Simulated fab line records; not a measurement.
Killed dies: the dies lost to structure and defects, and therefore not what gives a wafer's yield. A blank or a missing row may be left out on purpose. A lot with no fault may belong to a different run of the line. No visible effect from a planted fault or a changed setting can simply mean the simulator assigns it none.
Split-lot study ; flow n5_finfet ; on a route of 1938 steps: 7 lots, 21 wafers read

## THE SPLIT
At N5_BEOL_M4_COAT_73 (time 60 s, resist thk 5 nm), the setting spin_rpm was moved away from the recipe's 1500 rpm on 5 of the 21 wafers read, by -10.2% to +5.3%. All remaining wafers had this setting at the recipe value.

## FROM THE SPLIT TO THE READING: what the file shows between them, 4 steps
- N5_BEOL_M4_COAT_05: resist thk 30 nm (also split here: spin_rpm)
- N5_BEOL_M4_EBR_07
- N5_BEOL_M4_SOFTBAKE_06: time 60 s
- N5_BEOL_M4_DESCUM_16: chemistry O2, time 7 s

## THE READING
etch.depth_nm (the simulator's own value, which no gauge read), in nm, at N5_BEOL_M4_ETCH_74 (etches underlayer in N2/H2, target depth 6.5 nm, time 5.2 s). No usual value for it is given in the file. Average 5.006 nm, standard deviation 0.018 nm, over the 16 wafers here run with the recipe.

wafer;tool, chamber at the split;spin_rpm as run, rpm;against the recipe;etch.depth_nm, nm;against lot-mates on the recipe
L074.1;litho_track-05, 0;1500;recipe;4.997;-
L074.2;litho_track-05, 0;1347;-10.2%;5.271;+0.285
L074.3;litho_track-05, 0;1500;recipe;4.976;-
L076.2;litho_track-02, 0;1500;recipe;5.013;-
L076.3;litho_track-02, 0;1500;recipe;5.011;-
L076.6;litho_track-02, 0;1579;+5.3%;4.886;-0.126
L078.4;litho_track-04, 0;1393;-7.1%;5.174;+0.184
L078.5;litho_track-04, 0;1500;recipe;4.99;-
L078.6;litho_track-04, 0;1500;recipe;4.991;-
L080.1;litho_track-02, 0;1500;recipe;5.033;-
L080.3;litho_track-02, 0;1500;recipe;5.03;-
L080.6;litho_track-02, 0;1500;recipe;5.044;-
L084.1;litho_track-04, 0;1500;recipe;4.992;-
L084.2;litho_track-04, 0;1500;recipe;4.993;-
L084.4;litho_track-04, 0;1500;recipe;5.01;-
L089.2;litho_track-05, 0;1456;-2.9%;5.077;+0.079
L089.4;litho_track-05, 0;1456;-2.9%;5.078;+0.080
L089.6;litho_track-05, 0;1500;recipe;4.998;-
L093.2;litho_track-02, 0;1500;recipe;4.993;-
L093.5;litho_track-02, 0;1500;recipe;5.018;-
L093.6;litho_track-02, 0;1500;recipe;5.015;-

THE FIT
A straight line over all 21 wafers: etch.depth_nm changes by -0.0247 nm for each +1% of spin_rpm; r = -0.98; the points scatter about the line by 0.017 nm.
The same after taking each lot's own level away (the mean of its wafers on the recipe; 21 wafers): -0.0266 nm for each +1%; r = -1.00; scatter 0.0083 nm.
Per that fit: largest spin_rpm move, reading shift of 0.27 nm.
From 4.9865 to 5.0357 nm: that is the span of the lots' own levels, equal to 2.7 times the standard deviation above.
The two slopes agree, so the slope changes little with the lot-to-lot level.
Check: with one of the wafers moved furthest among these (-10.2%) left out of the fit, the line predicts +0.26 nm for it against its lot-mates. It came out at +0.285 nm against them.

## OTHER SPLITS APPLIED TO THESE WAFERS
Before the reading, these wafers also passed through other splits. Each is held against what the fit with the lots' levels taken away leaves over:
other split on the same wafers;wafers away from the commonest value;r with etch.depth_nm (lot level and that fit taken away)
N5_BEOL_M2_TRENCH_ETCH_37 source_w;2;+0.01
N5_BEOL_M3_COAT_67 spin_rpm;5;+0.11
N5_BEOL_M3_ETCH_41 target_depth_a;6;-0.27
N5_BEOL_M4_COAT_05 spin_rpm;5;+0.02

## FILE'S OWN FIT
etch.depth_nm changes by -0.0267 nm for each +1% of spin_rpm, r = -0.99.
